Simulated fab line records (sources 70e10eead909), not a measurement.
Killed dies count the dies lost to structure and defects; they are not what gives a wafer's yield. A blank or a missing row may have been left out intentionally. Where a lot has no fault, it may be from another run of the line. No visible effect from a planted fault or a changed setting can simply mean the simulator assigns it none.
fab line records | flow nand-harc
[record] lots = 15 | wafers = 45 | last-day = 25
route steps=1159 shown A_BONDPAD@1076 THIN_TSV@1116
lots that met no fault: taken from a fault-free run of the same line
start-h: start of the lot's first displayed wafer, in hours after the record's first day | wait-h: how many hours have passed since the lot's step before this one | " repeats the value in the row above | L1.1+2: a row that stands for several wafers | - no value, or no start was given | * or withheld: withheld | < > ~ a bound
route shown NAME@n: names a module that has steps shown in the file, with the first one's number in the route | usual: mean/standard deviation taken from wafers without a fault | same: alike in all rows | chamber/n: place in a boat | sites: readings site by site | _std_site: how widely they spread, as a standard deviation | _edge_site: inner sites' mean taken away from outer sites' mean | radius-mm: for every site, how far away it sits from the centre of the wafer | mask NAME#n: copy n | behind: the tool/chamber that last shaped the wafer | hold: reason for holding the lot/hours on hold/outcome of the hold | device: the n, p or np transistor that did not switch | end of line: tests of these same wafers at the route's end | a step without rows: its recipe alone | killed: dies that structure and defects cost at the first sort, which is not the same as the wafer's yield | map: a wafer's dies, marking killed ones x, the rest . and places with no die _
set.NAME: the run value of the setting; set.NAME@STEP: its run value at that earlier step | model.NAME: the simulator's own value behind a step, which no gauge read
a sample of lots followed through the steps of the route, with each step as a table and each wafer as a row
services: when a tool's chamber went out of use (start-h, in hours from the record's first day, below 0 if earlier), for how many hours, and the reason
[[steps]]
[step NHARC_A_BONDPAD_ETCH_34]
[recipe] target-depth-a = 600 | overetch-a = 180 | time-s = 65.91 | ion-energy-ev = 200 | n2-flow-sccm = 150 | h2-flow-sccm = 150 | ar-flow-sccm = 0 | rf-w = 400 | bias-w = 150 | chemistry = N2/H2
[usual] drypump-motor-current-A = 6.1/0.43 | oes-product-au = 1.002/0.011 | rf-fwd-power-W = 396.1/1.5 | rf-vpp-V = 429.9/2.6 | showerhead-plenum-p-Torr = 2.02/0.094 | throttle-valve-pct = 14.172/0.008
lot.wafer | tool        | chamber | start-h | wait-h | drypump-motor-current-A | oes-product-au | rf-fwd-power-W | rf-hours-counter-h | rf-vpp-V | showerhead-plenum-p-Torr | throttle-valve-pct
L122.2    | rie-diel-02 | 1       | 416.05  | 0.1    | 5.7                     | 1.013          | 395.8          | 2                  | 434.6    | 2.19                     | 14.183
L122.1    | "           | 2       | "       | "      | 6.1                     | 1.004          | 394.8          | 3                  | 428.6    | 2.01                     | 14.166
L122.3    | "           | 3       | "       | "      | 6.3                     | 1.014          | 394.4          | 3                  | 429.1    | 1.91                     | 14.170
L124.2    | rie-diel-02 | 3       | 426.46  | 0.1    | 6.4                     | 1.020          | 397.0          | 3                  | 428.3    | 1.91                     | 14.184
L124.4    | "           | 1       | "       | "      | 5.7                     | 1.010          | 396.4          | 3                  | 433.5    | 2.19                     | 14.161
L124.6    | "           | 3       | "       | "      | 6.4                     | 1.018          | 395.8          | -                  | 427.2    | 1.91                     | 14.178
L125.4    | rie-diel-11 | 1       | 426.82  | 0.1    | 6.6                     | 1.012          | 395.9          | 11                 | 430.7    | 2.05                     | 14.171
L125.2    | "           | 3       | "       | "      | 6.0                     | 1.014          | 396.9          | 11                 | 429.9    | 1.98                     | 14.178
L125.5    | "           | 2       | "       | "      | 5.3                     | 1.003          | 395.8          | -                  | 432.6    | 2.12                     | 14.171
L128.1    | rie-diel-02 | 3       | 448.02  | 0.1    | 6.3                     | 1.020          | 396.5          | 4                  | 426.0    | 1.91                     | 14.167
L128.5    | "           | 2       | "       | "      | 6.1                     | 1.009          | 394.3          | -                  | 428.4    | 2.01                     | 14.168
L128.6    | "           | 3       | "       | "      | 6.3                     | 1.024          | 398.7          | -                  | 426.4    | 1.90                     | 14.175
L134.4    | rie-diel-02 | 1       | 469.31  | 0.1    | 5.7                     | 1.008          | 396.2          | 5                  | 434.9    | 2.19                     | 14.162
L134.1    | "           | 2       | "       | "      | 6.0                     | 0.997          | 397.4          | 5                  | 430.3    | 2.01                     | 14.165
L134.2    | "           | 3       | "       | "      | 6.4                     | 0.995          | 397.4          | 5                  | 426.2    | 1.90                     | 14.178
L136.3    | rie-diel-02 | 0       | 469.68  | 0.1    | 6.8                     | 0.983          | 396.9          | 5                  | 427.7    | 1.96                     | 14.177
L136.4    | "           | 2       | "       | "      | 6.1                     | 1.004          | 395.5          | 5                  | 428.8    | 2.01                     | 14.178
L136.1    | "           | 3       | "       | "      | 6.4                     | 1.000          | 398.0          | 5                  | 427.9    | 1.90                     | 14.177
L133.3    | rie-diel-02 | 1       | 475.58  | 0.1    | 5.7                     | 1.011          | 394.3          | 5                  | 434.6    | 2.19                     | 14.168
L133.1    | "           | 2       | "       | "      | 6.1                     | 0.991          | 394.7          | 5                  | 429.2    | 2.01                     | 14.172
L133.6    | "           | 0       | "       | "      | 6.8                     | 0.981          | 395.2          | -                  | 429.6    | 1.96                     | 14.187
L135.3    | rie-diel-02 | 1       | 481.34  | 0.1    | 5.7                     | 0.999          | 396.0          | 6                  | 435.0    | 2.19                     | 14.171
L135.2    | "           | 2       | "       | "      | 6.1                     | 0.999          | 394.6          | 6                  | 430.0    | 2.01                     | 14.174
L135.4    | "           | 0       | "       | "      | 6.8                     | 0.980          | 397.0          | 6                  | 428.6    | 1.96                     | 14.169
L137.2    | rie-diel-08 | 3       | 489.87  | 0.1    | 5.8                     | 0.997          | 393.9          | 0                  | 429.5    | 1.98                     | 14.186
L137.4    | "           | 2       | "       | "      | 5.5                     | 0.994          | 393.6          | 0                  | 431.9    | 2.06                     | 14.159
L137.5    | "           | 3       | "       | "      | 5.8                     | 1.010          | 396.0          | -                  | 428.8    | 1.98                     | 14.176
L138.4    | rie-diel-02 | 1       | 503.73  | 0.1    | 5.7                     | 1.017          | 393.6          | 6                  | 434.2    | 2.19                     | 14.180
L138.2    | "           | 0       | "       | "      | 6.8                     | 0.978          | 396.2          | 6                  | 428.2    | 1.96                     | 14.169
L138.5    | "           | 2       | "       | "      | 6.1                     | 1.011          | 396.1          | -                  | 428.4    | 2.01                     | 14.174
L139.4    | rie-diel-08 | 3       | 508.20  | 0.1    | 5.8                     | 1.001          | 393.2          | 5                  | 428.3    | 1.98                     | 14.177
L139.1    | "           | 0       | "       | "      | 6.3                     | 0.983          | 397.4          | 6                  | 430.3    | 2.03                     | 14.175
L139.5    | "           | 1       | "       | "      | 6.2                     | 1.008          | 395.4          | -                  | 426.3    | 1.89                     | 14.166
L141.3    | rie-diel-11 | 2       | 510.36  | 0.1    | 5.3                     | 1.002          | 397.6          | 25                 | 434.6    | 2.11                     | 14.180
L141.1    | "           | 3       | "       | "      | 6.0                     | 0.995          | 393.9          | 31                 | 429.6    | 1.98                     | 14.192
L141.4    | "           | 0       | "       | "      | 6.0                     | 0.997          | 396.9          | 29                 | 430.6    | 2.02                     | 14.151
L142.1    | rie-diel-08 | 1       | 515.88  | 0.1    | 6.3                     | 1.004          | 397.0          | 8                  | 427.9    | 1.89                     | 14.184
L142.2    | "           | 3       | "       | "      | 5.8                     | 1.004          | 394.0          | 6                  | 429.7    | 1.98                     | 14.168
L142.5    | "           | 0       | "       | "      | 6.3                     | 0.997          | 395.9          | -                  | 430.3    | 2.03                     | 14.173
L144.2    | rie-diel-02 | 0       | 531.31  | 0.1    | 6.8                     | 1.000          | 397.1          | 1                  | 428.6    | 1.96                     | 14.178
L144.1    | "           | 1       | "       | "      | 5.7                     | 1.016          | 396.3          | 1                  | 433.4    | 2.19                     | 14.164
L144.3    | "           | 2       | "       | "      | 6.1                     | 0.993          | 396.1          | 1                  | 428.8    | 2.01                     | 14.165
L145.4    | rie-diel-08 | 1       | 563.01  | 0.1    | 6.3                     | 1.008          | 398.3          | 25                 | 425.6    | 1.88                     | 14.176
L145.2    | "           | 2       | "       | "      | 5.5                     | 0.989          | 394.5          | 24                 | 430.5    | 2.06                     | 14.170
L145.6    | "           | 3       | "       | "      | 5.8                     | 1.009          | 394.2          | -                  | 429.3    | 1.97                     | 14.171
[step NHARC_THIN_TSV_CD_MEAS_12]
[recipe] target-cd-nm = 1000 | landing-energy-ev = 500
[usual] cd-nm = 1000.1/1.6
lot.wafer | tool      | chamber | start-h | wait-h | cd-nm
L122.1    | cd-sem-01 | 0       | 433.01  | -      | 997.8
L122.2    | "         | 0       | "       | "      | 1001.9
L122.3    | "         | 0       | "       | "      | 1000.9
L124.2    | cd-sem-03 | 0       | 441.41  | -      | 1003.2
L124.4    | "         | 0       | "       | "      | 998.8
L124.6    | "         | 0       | "       | "      | 1000.8
L125.2    | cd-sem-01 | 0       | 443.95  | -      | 998.4
L125.4    | "         | 0       | "       | "      | 999.5
L125.5    | "         | 0       | "       | "      | 1000.3
L128.1    | cd-sem-03 | 0       | 465.44  | -      | 998.5
L128.5    | "         | 0       | "       | "      | 1001.1
L128.6    | "         | 0       | "       | "      | 998.8
L134.1    | cd-sem-02 | 0       | 486.63  | -      | 1001.9
L134.2    | "         | 0       | "       | "      | 1001.8
L134.4    | "         | 0       | "       | "      | 1000.0
L136.1    | cd-sem-01 | 0       | 487.68  | -      | 1000.4
L136.3    | "         | 0       | "       | "      | 1002.1
L136.4    | "         | 0       | "       | "      | 1001.3
L133.1    | cd-sem-02 | 0       | 491.05  | -      | 999.4
L133.3    | "         | 0       | "       | "      | 999.7
L133.6    | "         | 0       | "       | "      | 998.5
L135.2    | cd-sem-01 | 0       | 498.14  | -      | 1001.0
L135.3    | "         | 0       | "       | "      | 1003.3
L135.4    | "         | 0       | "       | "      | 1000.8
L137.2    | cd-sem-03 | 0       | 513.17  | -      | 997.6
L137.4    | "         | 0       | "       | "      | 1000.4
L137.5    | "         | 0       | "       | "      | 996.9
L138.2    | cd-sem-01 | 0       | 525.34  | -      | 999.7
L138.4    | "         | 0       | "       | "      | 999.8
L138.5    | "         | 0       | "       | "      | 999.0
L139.1    | cd-sem-02 | 0       | 526.56  | -      | 999.6
L139.4    | "         | 0       | "       | "      | 999.9
L139.5    | "         | 0       | "       | "      | 1000.2
L141.1    | cd-sem-01 | 0       | 527.88  | -      | 999.9
L141.3    | "         | 0       | "       | "      | 998.9
L141.4    | "         | 0       | "       | "      | 999.4
L142.1    | cd-sem-03 | 0       | 531.62  | -      | 998.0
L142.2    | "         | 0       | "       | "      | 999.4
L142.5    | "         | 0       | "       | "      | 1001.3
L144.1    | cd-sem-03 | 0       | 546.98  | -      | 1000.6
L144.2    | "         | 0       | "       | "      | 997.5
L144.3    | "         | 0       | "       | "      | 1001.2
L145.2    | cd-sem-01 | 0       | 578.02  | -      | 997.2
L145.4    | "         | 0       | "       | "      | 999.7
L145.6    | "         | 0       | "       | "      | 1001.4
[step NHARC_THIN_TSV_STRIP_62]
[recipe] power-w = 1500 | temp-c = 250 | time-s = 20 | chemistry = N2/H2
[usual] drypump-motor-current-A = 5.38/0.086 | heater-power-w = 327/11
lot.wafer | tool            | chamber | start-h | wait-h | drypump-motor-current-A | heater-power-w | rf-hours-counter-h
L122.2    | plasma-asher-02 | 1       | 435.61  | -      | 5.38                    | 327            | 20
L122.1    | "               | 0       | "       | "      | 5.28                    | 336            | 20
L122.3    | "               | 0       | "       | "      | 5.29                    | 323            | -
L124.2    | plasma-asher-01 | 0       | 443.99  | -      | 5.56                    | 323            | 55
L124.4    | "               | 1       | "       | "      | 5.46                    | 332            | -
L124.6    | "               | 0       | "       | "      | 5.55                    | 333            | -
L125.2    | plasma-asher-02 | 0       | 446.58  | -      | 5.29                    | 323            | 23
L125.4    | "               | 0       | "       | "      | 5.29                    | 320            | -
L125.5    | "               | 1       | "       | "      | 5.37                    | 330            | -
L128.1    | plasma-asher-02 | 0       | 468.18  | -      | 5.29                    | 322            | 34
L128.5    | "               | 1       | "       | "      | 5.39                    | 321            | -
L128.6    | "               | 0       | "       | "      | 5.29                    | 334            | -
L134.1    | plasma-asher-02 | 0       | 489.22  | -      | 5.29                    | 326            | 40
L134.2    | "               | 1       | "       | "      | 5.35                    | 322            | 40
L134.4    | "               | 0       | "       | "      | 5.29                    | 329            | -
L136.1    | plasma-asher-02 | 1       | 490.29  | -      | 5.44                    | 328            | 41
L136.3    | "               | 0       | "       | "      | 5.29                    | 338            | -
L136.4    | "               | 1       | "       | "      | 5.46                    | 319            | -
L133.1    | plasma-asher-02 | 1       | 493.69  | -      | 5.36                    | 319            | 42
L133.3    | "               | 0       | "       | "      | 5.30                    | 327            | -
L133.6    | "               | 0       | "       | "      | 5.30                    | 333            | -
L135.2    | plasma-asher-02 | 0       | 500.79  | -      | 5.29                    | 325            | 44
L135.3    | "               | 0       | "       | "      | 5.30                    | 329            | -
L135.4    | "               | 1       | "       | "      | 5.44                    | 323            | -
L137.2    | plasma-asher-02 | 0       | 515.85  | -      | 5.29                    | 320            | 49
L137.4    | "               | 0       | "       | "      | 5.28                    | 335            | -
L137.5    | "               | 1       | "       | "      | 5.43                    | 325            | -
L138.2    | plasma-asher-01 | 1       | 528.12  | -      | 5.44                    | 352            | 22
L138.4    | "               | 0       | "       | "      | 5.54                    | 331            | -
L138.5    | "               | 0       | "       | "      | 5.54                    | 342            | -
L139.1    | plasma-asher-02 | 0       | 529.17  | -      | 5.29                    | 330            | 52
L139.4    | "               | 1       | "       | "      | 5.43                    | 324            | -
L139.5    | "               | 1       | "       | "      | 5.43                    | 315            | -
L141.1    | plasma-asher-02 | 1       | 530.69  | -      | 5.41                    | 314            | 53
L141.4    | "               | 1       | "       | "      | 5.41                    | 320            | -
L141.3    | "               | 0       | "       | "      | 5.30                    | 329            | -
L142.2    | plasma-asher-02 | 1       | 534.53  | -      | 5.37                    | 328            | 55
L142.1    | "               | 0       | "       | "      | 5.29                    | 325            | 55
L142.5    | "               | 1       | "       | "      | 5.39                    | 328            | -
L144.2    | plasma-asher-02 | 0       | 549.84  | -      | 5.30                    | 313            | 0
L144.1    | "               | 1       | "       | "      | 5.43                    | 307            | 0
L144.3    | "               | 0       | "       | "      | 5.29                    | 320            | -
L145.2    | plasma-asher-02 | 1       | 580.71  | -      | 5.41                    | 315            | 13
L145.4    | "               | 0       | "       | "      | 5.30                    | 314            | -
L145.6    | "               | 0       | "       | "      | 5.30                    | 318            | -
[step NHARC_THIN_TSV_PEB_31]
[recipe] peb-temp-c = 118 | peb-time-s = 85
[usual] chill-plate-temp-C = 22.99/0.1 | exhaust-pa = 45.1/1
lot.wafer | tool           | chamber | start-h | wait-h | chill-plate-temp-C | exhaust-pa
L122.1    | litho-track-02 | 0       | 438.82  | 0.1    | 22.90              | 46.1
L122.2    | "              | 0       | "       | "      | 23.11              | 46.0
L122.3    | "              | 0       | "       | "      | 22.85              | 46.0
L124.2    | litho-track-03 | 0       | 447.26  | 0.1    | 22.91              | 42.9
L124.4    | "              | 0       | "       | "      | 23.05              | 45.1
L124.6    | "              | 0       | "       | "      | 22.97              | 45.8
L125.2    | litho-track-03 | 0       | 449.66  | 0.1    | 23.14              | 46.2
L125.4    | "              | 0       | "       | "      | 22.98              | 45.8
L125.5    | "              | 0       | "       | "      | 23.04              | 44.7
L128.1    | litho-track-03 | 0       | 471.26  | 0.1    | 23.05              | 43.6
L128.5    | "              | 0       | "       | "      | 23.12              | 44.5
L128.6    | "              | 0       | "       | "      | 23.14              | 45.3
L134.1    | litho-track-02 | -       | 492.46  | 0.1    | -                  | -
L134.2    | "              | -       | "       | "      | -                  | -
L134.4    | "              | -       | "       | "      | -                  | -
L136.1    | litho-track-02 | 0       | 493.53  | 0.1    | 22.98              | 46.3
L136.3    | "              | 0       | "       | "      | 23.04              | 44.3
L136.4    | "              | 0       | "       | "      | 23.01              | 44.7
L133.1    | litho-track-02 | -       | 496.90  | 0.1    | -                  | -
L133.3    | "              | -       | "       | "      | -                  | -
L133.6    | "              | -       | "       | "      | -                  | -
L135.2    | litho-track-03 | -       | 504.05  | 0.1    | -                  | -
L135.3    | "              | -       | "       | "      | -                  | -
L135.4    | "              | -       | "       | "      | -                  | -
L137.2    | litho-track-03 | 0       | 519.03  | 0.1    | 22.91              | 46.9
L137.4    | "              | 0       | "       | "      | 22.81              | 46.5
L137.5    | "              | 0       | "       | "      | 22.87              | 45.2
L138.2    | litho-track-02 | 0       | 531.44  | 0.1    | 22.94              | 45.6
L138.4    | "              | 0       | "       | "      | 23.10              | 46.5
L138.5    | "              | 0       | "       | "      | 23.17              | 45.4
L139.1    | litho-track-02 | 0       | 532.36  | 0.1    | 23.19              | 45.1
L139.4    | "              | 0       | "       | "      | 23.13              | 45.1
L139.5    | "              | 0       | "       | "      | 23.08              | 46.2
L141.1    | litho-track-02 | 0       | 533.95  | 0.1    | 22.87              | 45.6
L141.3    | "              | 0       | "       | "      | 22.96              | 45.4
L141.4    | "              | 0       | "       | "      | 22.86              | 44.6
L142.1    | litho-track-02 | 0       | 537.66  | 0.1    | 23.05              | 46.1
L142.2    | "              | 0       | "       | "      | 22.92              | 44.1
L142.5    | "              | 0       | "       | "      | 23.10              | 45.2
L144.1    | litho-track-07 | 0       | 552.94  | 0.1    | 23.01              | 43.1
L144.2    | "              | 0       | "       | "      | 23.12              | 45.1
L144.3    | "              | 0       | "       | "      | 23.08              | 43.7
L145.2    | litho-track-03 | 0       | 583.94  | 0.1    | 22.89              | 44.9
L145.4    | "              | 0       | "       | "      | 22.98              | 44.3
L145.6    | "              | 0       | "       | "      | 22.85              | 45.9
[[services]]
tool            | chamber | start-h | hours | kind
rie-diel-08     | 1       | 406.89  | 2.9   | repair
rie-diel-02     | 0       | 410.35  | -     | clean
rie-diel-02     | 1       | 410.35  | -     | clean
rie-diel-02     | 2       | 410.35  | -     | clean
rie-diel-02     | 3       | 410.35  | -     | clean
rie-diel-02     | 0       | 434.85  | -     | clean
rie-diel-02     | 1       | 434.85  | -     | clean
rie-diel-11     | 0       | 437.48  | 8.0   | repair
plasma-asher-01 | -       | 453.32  | 9.0   | pm
rie-diel-02     | 3       | 473.50  | 3.8   | repair
rie-diel-08     | -       | 478.84  | 9.0   | pm
plasma-asher-02 | -       | 480.12  | 0.7   | repair
rie-diel-02     | -       | 504.85  | 9.0   | pm
litho-track-02  | -       | 515.00  | 7.0   | pm
plasma-asher-01 | -       | 529.54  | 7.7   | repair
litho-track-07  | -       | 539.01  | 7.0   | pm
plasma-asher-02 | -       | 539.77  | 9.0   | pm
plasma-asher-02 | 0       | 539.77  | 9.0   | vent-cycle
plasma-asher-02 | 1       | 539.77  | 9.0   | vent-cycle
rie-diel-11     | -       | 543.63  | 9.0   | pm
plasma-asher-02 | 0       | 548.77  | -     | clean
plasma-asher-02 | 1       | 548.77  | -     | clean
rie-diel-11     | -       | 556.85  | 0.2   | repair
litho-track-03  | -       | 563.01  | 7.0   | pm
[[key]]
[first-sign] step = NHARC_THIN_TSV_PEB_31 | reading = tool-record | direction = missing
effect none on later readings
met-at NHARC_THIN_TSV_PEB_31
struck-lots L133,L134,L135
later-rows-left-out L133.1,L133.3,L133.6,L134.1,L134.2,L134.4,L135.2,L135.3,L135.4
sort-left-out L133.1,L133.3,L133.6,L134.1,L134.2,L134.4,L135.2,L135.3,L135.4
not-acting-at NHARC_A_BONDPAD_ETCH_34,NHARC_THIN_TSV_CD_MEAS_12,NHARC_THIN_TSV_STRIP_62
onset-between 471.26 492.46
[fault] kind = skipped-step-whole | tool = litho-track-02,litho-track-03 | chamber = - | onset-h = 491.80 | steps = NHARC_THIN_TSV_PEB_31 | scope = struck-lots-only
// sort-left-out: the simulated sort isn't trusted on such a fault, so these wafers' sort isn't shown, and their yield isn't known
// later-rows-left-out: the simulator's readings of these wafers behind a module that went badly wrong aren't trusted and aren't shown, but for the sort
